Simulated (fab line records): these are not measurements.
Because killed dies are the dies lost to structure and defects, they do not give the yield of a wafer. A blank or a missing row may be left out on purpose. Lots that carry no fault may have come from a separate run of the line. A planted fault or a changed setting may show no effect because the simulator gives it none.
What tool caused it? | flow n5Finfet | at 1 step of a route of 1938, 11 lots with 33 wafers sampled

WHAT EACH GAUGE READ, for each wafer
N5_BEOL_M2_OVL_MEAS_12.
lot  | measured     | on         | M2_OVL (nm)
L075 | day 6 22:47  | overlay-01 | 0.4 1.1 0.3
L076 | day 7 06:17  | overlay-02 | 1.0 0.3 0.4
L079 | day 7 18:05  | overlay-01 | -0.8 0.3 -0.5
L080 | day 8 06:25  | overlay-02 | 0.7 -0.1 0.1
L084 | day 9 03:32  | overlay-01 | 0.4 0.0 0.6
L087 | day 10 02:11 | overlay-01 | -0.3 -0.5 0.6
L086 | day 10 03:40 | overlay-01 | 0.1 -0.5 -0.8
L090 | day 10 09:23 | overlay-01 | 0.2 -0.1 -0.3
L092 | day 11 01:53 | overlay-02 | -0.7 -0.4 -0.1
L094 | day 11 15:25 | overlay-01 | 0.8 0.3 0.5
L097 | day 12 05:53 | overlay-01 | 0.3 0.2 0.0

TOOL THAT RAN EACH LOT (tool first, then ch and the chambers of the sampled wafers, then the start)
No process step before these readings appears in the record.

THE ANSWER, worked out from the rows above alone
Rule: the usual values come from the lots themselves. Put in order of their means at a reading, lots are off if they are a third of the lots or fewer, leave a main group of 4 or more, and stand apart from it by a gap of 3 or more times the standard deviation of the main group's means; of several such gaps the widest counts. A main group whose means are all the same, to the digits that the tables above print for the reading, isn't used. Also off: a lot with no number at a reading for which 4 or more lots have one. Any other lot the step has rows for is counted as sound.
Across all readings shown, no lot is off: no conclusion can be drawn from this.

WHAT THE SIMULATOR PUT IN
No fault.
